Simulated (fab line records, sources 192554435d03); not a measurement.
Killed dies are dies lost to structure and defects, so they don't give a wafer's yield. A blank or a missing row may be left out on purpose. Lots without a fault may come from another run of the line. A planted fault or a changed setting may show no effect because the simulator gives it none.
Which tool did it? | flow n5_finfet | 12 lots, 36 wafers sampled, at 2 steps of a route of 1938

WHAT THE GAUGES READ, wafer by wafer
N5_BEOL_M15_OVL_MEAS_11.
lot  | measured     | on         | V14_OVL (nm)
L074 | day 11 08:23 | overlay-01 | 7 3 2
L075 | day 11 20:25 | overlay-01 | -1 -5 5
L079 | day 12 12:17 | overlay-01 | -2 -3 2
L082 | day 13 06:40 | overlay-02 | -4 -2 -4
L084 | day 13 21:50 | overlay-01 | -5 0 1
L086 | day 14 06:22 | overlay-01 | 4 -1 -2
L088 | day 14 15:22 | overlay-01 | 5 -3 4
L089 | day 15 07:10 | overlay-02 | 7 4 9
L091 | day 15 20:43 | overlay-01 | -2 -8 -4
L093 | day 16 14:48 | overlay-02 | -4 -1 6
L094 | day 17 01:00 | overlay-02 | -5 -9 0
L097 | day 17 17:02 | overlay-01 | -4 -4 -8

WHICH TOOL RAN EACH LOT (tool, then ch and the chambers of the sampled wafers, then the start)
lot  | N5_BEOL_M14_ETCH_38
L074 | rie_diel-01 ch 1,3, day 11 08:23 or earlier
L075 | rie_diel-06 ch 0,1,3, day 11 20:25 or earlier
L079 | rie_diel-03 ch 2,3, day 12 12:17 or earlier
L082 | rie_diel-06 ch 0,1,3, day 13 06:40 or earlier
L084 | rie_diel-03 ch 1,2,3, day 13 21:50 or earlier
L086 | rie_diel-06 ch 0,3, day 14 06:22 or earlier
L088 | rie_diel-01 ch 1,2, day 14 15:22 or earlier
L089 | rie_diel-03 ch 0,1,3, day 15 07:10 or earlier
L091 | rie_diel-01 ch 1,2,3, day 15 20:43 or earlier
L093 | rie_diel-01 ch 0,1,2, day 16 14:48 or earlier
L094 | rie_diel-06 ch 1,2, day 17 01:00 or earlier
L097 | rie_diel-03 ch 0,2, day 17 17:02 or earlier
- N5_BEOL_M14_ETCH_38: etches SiCN in CF4/N2, target depth 106.5 nm, time 120.6 s.

THE ANSWER, worked out from the rows above alone
Rule: what is usual is taken from the lots themselves. Put in order of their means at a reading, lots are off if they are a third of the lots or fewer, leave a main group of 4 or more, and stand apart from it by a gap of 3 or more times the standard deviation of the main group's means; of several such gaps the widest counts. A main group whose means are all the same, to the digits that the tables above print for the reading, isn't used. A lot without any number at a reading at which 4 lots or more have one is off too. The other lots that the step has rows for count as sound.
No lot is off at any reading shown: from this, nothing can be told.

WHAT THE SIMULATOR HAD PUT IN
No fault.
